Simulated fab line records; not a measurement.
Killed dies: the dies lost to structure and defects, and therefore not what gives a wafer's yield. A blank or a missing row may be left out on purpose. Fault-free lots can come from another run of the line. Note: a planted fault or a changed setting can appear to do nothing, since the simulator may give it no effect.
Lot-split experiment	flow n5_finfet	on a route of 1938 steps: 7 lots, 21 wafers read

SPLIT DETAILS
At N5_BEOL_M8_EXPOSE_25 (exposes mask V7, target cd 40 nm), the setting dose_mj was moved away from the recipe's 42.5 on 7 of the 21 wafers read, by -6.2% to +6.4%. For the rest of the wafers, this setting stayed at what the recipe calls for.

FROM THE SPLIT TO THE READING: what the file shows between them, 2 steps
- N5_BEOL_M8_PEB_26: peb time 60 s
- N5_BEOL_M8_DEVELOP_27: develop time 30 s

THE READING
cd_nm (nm) at N5_BEOL_M8_CD_MEAS_28, where the cd target is 40 nm. Fault-free wafers of this fab line usually give 39.96 nm, standard deviation 0.19 nm.

wafer	tool, chamber at the split	dose_mj as run	against the recipe	cd_nm, nm	against lot-mates on the recipe
L074.1	euv_scanner-01, 0	43.33	+2.0%	40.58	+0.68
L074.2	euv_scanner-01, 0	43.33	+2.0%	40.33	+0.43
L074.5	euv_scanner-01, 0	42.5	recipe	39.90	-
L077.4	euv_scanner-01, 0	42.5	recipe	39.85	-
L077.5	euv_scanner-01, 0	39.88	-6.2%	38.66	-1.23
L077.6	euv_scanner-01, 0	42.5	recipe	39.93	-
L076.3	euv_scanner-01, 0	42.5	recipe	39.92	-
L076.4	euv_scanner-01, 0	42.5	recipe	39.72	-
L076.6	euv_scanner-01, 0	42.5	recipe	40.18	-
L078.2	euv_scanner-01, 0	45.21	+6.4%	41.23	+1.74
L078.3	euv_scanner-01, 0	45.21	+6.4%	41.08	+1.59
L078.6	euv_scanner-01, 0	42.5	recipe	39.49	-
L086.1	euv_scanner-02, 0	42.5	recipe	39.97	-
L086.2	euv_scanner-02, 0	42.5	recipe	40.01	-
L086.3	euv_scanner-02, 0	42.5	recipe	40.11	-
L087.2	euv_scanner-02, 0	45.13	+6.2%	41.41	+1.24
L087.5	euv_scanner-02, 0	45.13	+6.2%	41.21	+1.04
L087.6	euv_scanner-02, 0	42.5	recipe	40.17	-
L091.2	euv_scanner-02, 0	42.5	recipe	39.73	-
L091.3	euv_scanner-02, 0	42.5	recipe	39.83	-
L091.4	euv_scanner-02, 0	42.5	recipe	40.07	-

THE FIT
A straight line over all 21 wafers: cd_nm changes by +0.209 nm for each +1% of dose_mj; r = +0.96; the points scatter about the line by 0.18 nm.
The same after taking each lot's own level away (the mean of its wafers on the recipe; 21 wafers): +0.219 nm for each +1%; r = +0.97; scatter 0.16 nm.
The reading moves by 1.4 nm for the largest change in dose_mj, on that fit.
The span of the lots' own levels, 39.490 to 40.170 nm, comes to 3.6 times the standard deviation stated above.
Consequently the slope shifts little with the lot-to-lot level, the two slopes agreeing.
Check: for one of the wafers moved furthest among these (+6.4%), held out of the fit, the line's prediction against its lot-mates is +1.34 nm. It came out at +1.74 nm against them.

FURTHER SPLITS ON THESE WAFERS
These wafers also went through other splits before the reading. Each is held against what the fit with the lots' levels taken away leaves over:
other split on the same wafers	wafers away from the commonest value	r with cd_nm (lot level and that fit taken away)
N5_BEOL_M7_COAT_71 spin_rpm	10	-0.24

THE WHOLE CHAIN: every reading that the file lists as answering this split, in the file's order
step	what it does	reading	change (the file's fit)	r (the file's)
N5_BEOL_M8_CD_MEAS_28	target cd 40 nm	cd_nm	+0.218 nm for each +1% of the setting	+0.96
N5_BEOL_M8_DESCUM_33	chemistry O2, time 7 s	BEOL_M8.cd_nm (the simulator's own value, which no gauge read)	+0.206 nm for each +1% of the setting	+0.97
N5_BEOL_M8_ETCH_72	etches underlayer in N2/H2, target depth 6.5 nm, time 5.2 s	BEOL_M8.cd_nm (the simulator's own value, which no gauge read)	+0.22 nm for each +1% of the setting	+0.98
N5_BEOL_M8_ETCH_65	etches SiARC in CF4, target depth 15.6 nm, time 26 s	BEOL_M8.cd_nm (the simulator's own value, which no gauge read)	+0.205 nm for each +1% of the setting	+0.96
N5_BEOL_M8_VIA_ETCH_34	etches SiCOH lowk in C4F6/O2, target depth 125.5 nm, time 50.5 s	BEOL_M8.cd_nm (the simulator's own value, which no gauge read)	+0.23 nm for each +1% of the setting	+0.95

FILE'S OWN FIT
cd_nm changes by +0.218 nm for each +1% of dose_mj, r = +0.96.
